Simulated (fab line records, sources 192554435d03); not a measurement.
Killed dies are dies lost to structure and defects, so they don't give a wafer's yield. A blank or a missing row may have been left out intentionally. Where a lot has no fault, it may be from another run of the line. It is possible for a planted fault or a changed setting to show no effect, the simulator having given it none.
Split-lot study | flow n5Finfet | 21 wafers read from 7 lots, route of 1938 steps

## ABOUT THE SPLIT
At N5_BEOL_M13_ETCH_59 (etches BARC in N2/H2, target depth 89 nm, overetch 26.7 nm, time 67.9 s), the setting timeS was moved away from the recipe's 67.9 s on 7 of the 21 wafers read, by -17.5% to +16.2%. All remaining wafers had this setting at the recipe value.

The reading comes from the split's own step.

## THE READING
coat_of_BEOL_M13_COAT_04.thkNm (the simulator's own value, which no gauge read), in nm, at N5_BEOL_M13_ETCH_59 (etches BARC in N2/H2, target depth 89 nm, overetch 26.7 nm, time 67.9 s). The file does not state a usual value for it. The 14 wafers here that ran the recipe average 318.7 nm, standard deviation 1.8 nm.

wafer  | tool, chamber at the split | timeS as run, s | against the recipe | coat_of_BEOL_M13_COAT_04.thkNm, nm | against lot-mates on the recipe
L076.2 | rieDiel-01, 2              | 67.9            | recipe             | 319.6                              | -
L076.5 | rieDiel-01, 3              | 78.87           | +16.2%             | 308.2                              | -10.3
L076.6 | rieDiel-01, 0              | 67.9            | recipe             | 317.4                              | -
L080.1 | rieDiel-05, 1              | 67.9            | recipe             | 319.4                              | -
L080.3 | rieDiel-05, 2              | 57.58           | -15.2%             | 328                                | +8.6
L080.6 | rieDiel-05, 2              | 57.58           | -15.2%             | 327.6                              | +8.2
L079.1 | rieDiel-01, 1              | 58.84           | -13.3%             | 325.6                              | +9.4
L079.2 | rieDiel-01, 2              | 58.84           | -13.3%             | 327.8                              | +11.6
L079.3 | rieDiel-01, 3              | 67.9            | recipe             | 316.2                              | -
L083.4 | rieDiel-01, 3              | 67.9            | recipe             | 317.4                              | -
L083.5 | rieDiel-01, 1              | 77              | +13.4%             | 309.2                              | -8.9
L083.6 | rieDiel-01, 0              | 67.9            | recipe             | 318.8                              | -
L086.2 | rieDiel-05, 0              | 67.9            | recipe             | 318.2                              | -
L086.3 | rieDiel-05, 1              | 67.9            | recipe             | 322.4                              | -
L086.4 | rieDiel-05, 2              | 67.9            | recipe             | 321.4                              | -
L091.1 | rieDiel-01, 1              | 67.9            | recipe             | 320                                | -
L091.2 | rieDiel-01, 3              | 56.04           | -17.5%             | 331.6                              | +11.7
L091.3 | rieDiel-01, 0              | 67.9            | recipe             | 319.8                              | -
L092.3 | rieDiel-02, 1              | 67.9            | recipe             | 317                                | -
L092.4 | rieDiel-02, 2              | 67.9            | recipe             | 316.8                              | -
L092.5 | rieDiel-02, 1              | 67.9            | recipe             | 317.2                              | -

THE FIT
A straight line over all 21 wafers: coat_of_BEOL_M13_COAT_04.thkNm changes by -0.651 nm for each +1% of timeS; r = -0.96; the points scatter about the line by 1.6 nm.
The same after taking each lot's own level away (the mean of its wafers on the recipe; 21 wafers): -0.655 nm for each +1%; r = -0.98; scatter 1.2 nm.
The reading moves by 11 nm for the largest change in timeS, on that fit.
Measured against the standard deviation above, the lots' own levels, which go from 316.20 to 320.67 nm, span 2.5 times it.
The two slopes are in agreement: the lot-to-lot level therefore moves the slope only a little.
Check: +11.4 nm against its lot-mates is what the line predicts for one of the wafers moved furthest among these (-17.5%) when that wafer is left out of the fit. It came out at +11.7 nm against them.

## THE FILE'S OWN FIT
coat_of_BEOL_M13_COAT_04.thkNm changes by -0.656 nm for each +1% of timeS, r = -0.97.
